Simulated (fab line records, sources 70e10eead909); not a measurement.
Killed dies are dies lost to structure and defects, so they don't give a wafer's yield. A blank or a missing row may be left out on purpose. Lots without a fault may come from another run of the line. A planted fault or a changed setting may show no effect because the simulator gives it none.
Chamber matching | flow nand_harc | NHARC_A_CONTACT_DEP_24 on pecvd-04: 3 sister chambers
The step deposits SiO2, target thk 500 nm. 3 wafers are shown with their chamber, then 6 later ones without.

WAFERS WITH THEIR CHAMBER
wafer  | chamber | throttle_valve_pct (%)
L685.1 | 0       | 15.2
L685.2 | 2       | 16.2
L685.5 | 1       | 17.0

WAFERS WITHOUT THEIR CHAMBER
wafer  | throttle_valve_pct (%)
L701.3 | 15.3
L701.4 | 16.7
L701.6 | 15.6
L700.1 | 16.7
L700.5 | 15.2
L700.6 | 16.8

WHICH CHAMBER EACH WENT THROUGH
wafer  | from the rows above     | in truth
L701.3 | 0                       | 0
L701.4 | can't be placed: 1 or 2 | 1
L701.6 | can't be placed: 0 or 2 | 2
L700.1 | can't be placed: 1 or 2 | 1
L700.5 | 0                       | 0
L700.6 | can't be placed: 1 or 2 | 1
Placed correctly: 2 of 6. Can't be placed from these rows: 4 (the true chamber is among the candidates in 4). Placed wrongly: 0.
How it was worked out, from the rows above alone: a wafer's distance from a chamber is the root of the sum, over the readings, of the square of ((its reading less the chamber's mean) divided by the reading's scatter). The wafer belongs to the nearest chamber; if the next one is less than 2 further off, it can't be placed. A chamber's mean is the mean of its shown wafers. The scatter: with one shown wafer a chamber, the root of the mean of the squares of how far each hidden wafer lies from its nearest shown one.
